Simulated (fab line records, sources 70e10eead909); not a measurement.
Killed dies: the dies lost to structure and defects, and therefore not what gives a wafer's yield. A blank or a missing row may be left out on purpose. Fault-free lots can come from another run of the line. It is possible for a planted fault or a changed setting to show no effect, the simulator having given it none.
A struck lot beside a sound one :: flow nandHarc :: 14 steps out of a route of 1302
Sound: these wafers, L484.2, L484.3, L484.4. The struck wafers were L492.1, L492.2, L492.4. The cause is given at the end.
At each step with rows: each side's tool, then ch and its chambers, then its first start. Under that, the readings that differ: sound wafers :: struck wafers :: difference of the means :: sigmas: that difference in standard deviations of wafers without a fault.
alike: readings whose means differ by less than 2 such deviations, and words and numbers that are the same on both sides. not compared: withheld readings, readings that some wafer has no value for, bounds like >300 that may hide the same value, and numbers for which the record gives no deviation and whose values overlap.
Wherever a step has rows on one side only, a row that says differs or no value, or a row with sigmas, the two part there. Numbers that have no deviation but don't overlap get no sigmas and don't part them. Lack of a reading on every wafer of one side parts them only where that side has two or more wafers.

NHARC_A_CHANNEL_FILL_D2_ETCHBACK_20: etches the open film in C4F8/O2/Ar, target depth 27 nm, time 13.5 s.
  sound on rieDiel-11 ch 1,2,3, day 14 05:20; struck on rieDiel-10 ch 0,1,3, day 18 10:15
reading: rfHoursCounterH (h)
sound: 1 1 1
struck: 22 23 21
difference: +21
sigmas: 
  alike: chamberPressureMTorr, oesProductAu, rfVppV
NHARC_A_CHANNEL_FILL_D2_STRIP_28: strips in O2, time 20 s.
  sound on rieDiel-11 ch 0,1,2, day 14 05:25; struck on rieDiel-10 ch 0,2,3, day 18 10:20
reading: rfHoursCounterH (h)
sound: 1 1 1
struck: 24 23 22
difference: +22
sigmas: 
  alike: chamberPressureMTorr, drypumpMotorCurrentA, oesProductAu, rfVppV, showerheadPlenumPTorr, throttleValvePct
then, 4 steps without rows for these wafers: NHARC_A_CHANNEL_FILL_D2_PRECLEAN_21 (cleans in dHF, time 30 s); NHARC_A_CHANNEL_FILL_D2_SRD_23; NHARC_A_CHANNEL_FILL_D2_CVD_05 (deposits poly-Si, target thk 5 nm); NHARC_A_CHANNEL_FILL_D2_ANNEAL_22 (time 7200 s).
NHARC_A_CHANNEL_FILL_D2_ALD_25: deposits SiOx, target thk 60 nm, pulse time 10 s, ald cycles 600.
  sound on aldHk-03 ch 0,2,3, day 14 17:05; struck on aldHk-02 ch 1,2,3, day 18 22:17
reading: sinceWetCleanH (h)
sound: 106 105 105
struck: 75 73 75
difference: -31
sigmas: 
  alike: heaterPowerW, precursorPulseHeightRel, susceptorTempC
NHARC_A_CHANNEL_FILL_D2_ETCHBACK_08: etches the open film in C4F8, target depth 220 nm, time 110 s.
  sound: rieDiel-11 ch 0,1,3; struck: rieDiel-09 ch 0,1,3
reading: rfHoursCounterH (h)
sound: 2 1 2
struck: 4 4 4
difference: +2
sigmas: 
  alike: chamberPressureMTorr, oesProductAu, rfVppV
NHARC_A_CHANNEL_FILL_D2_STRIP_29: strips in O2, time 20 s.
  sound: rieDiel-11 ch 1,2,3; struck: rieDiel-09 ch 0,1,2
reading: rfHoursCounterH (h)
sound: 1 2 1
struck: 4 4 3
difference: +2
sigmas: 
  alike: chamberPressureMTorr, drypumpMotorCurrentA, oesProductAu, rfVppV, showerheadPlenumPTorr, throttleValvePct
then, 2 steps without rows for these wafers: NHARC_A_CHANNEL_FILL_D2_PRECLEAN_30 (cleans in dHF, time 30 s); NHARC_A_CHANNEL_FILL_D2_SRD_31.
NHARC_A_CHANNEL_FILL_D2_CVD_09: deposits poly-Si, target thk 150 nm, time 3000 s.
  sound on lpcvdPoly-03 ch 0, day 15 01:12; struck on lpcvdPoly-04 ch 0, day 19 06:23
reading: spikeTcBottomC (C)
sound: 634 633 633
struck: 601 600 602
difference: -32
sigmas: -7

reading: spikeTcCentreC (C)
sound: 620.1 618.2 621.6
struck: 579.6 580.9 578.7
difference: -40.2
sigmas: -25

reading: spikeTcLowerC (C)
sound: 618.9 620.0 622.5
struck: 576.9 578.0 577.8
difference: -42.9
sigmas: -29

reading: spikeTcTopC (C)
sound: 636 636 636
struck: 596 598 598
difference: -39
sigmas: -12

reading: spikeTcUpperC (C)
sound: 619.2 618.3 618.9
struck: 576.0 576.6 576.0
difference: -42.6
sigmas: -39

reading: tubeCenterTempC (C)
sound: 619.89 620.04 619.96
struck: 576.89 576.93 576.83
difference: -43.08
sigmas: -99 or more
  alike: zonePowerLowerPct
NHARC_A_CHANNEL_FILL_D2_CMP_10: polishes, target thk 150 nm.
  sound on cmp-03 ch 0,1,2, day 15 04:23; struck on cmp-04 ch 0,1,2, day 19 09:31
reading: timeToEndpointS (s)
sound: 15.4 14.0 16.9
struck: 8.2 7.1 2.0
difference: -9.7
sigmas: -4
  alike: motorCurrentA
following that, these wafers have no rows for 1 step: NHARC_END_SORT_01.

== WHERE THEY PART ==
Last at NHARC_A_CHANNEL_FILL_D2_CMP_10 as far as this record goes, first at NHARC_A_CHANNEL_FILL_D2_CVD_09.

WHY: the cause the simulator had injected
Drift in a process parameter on lpcvdPoly-04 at NHARC_A_CHANNEL_FILL_D2_CVD_09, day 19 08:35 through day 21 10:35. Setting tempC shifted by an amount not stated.
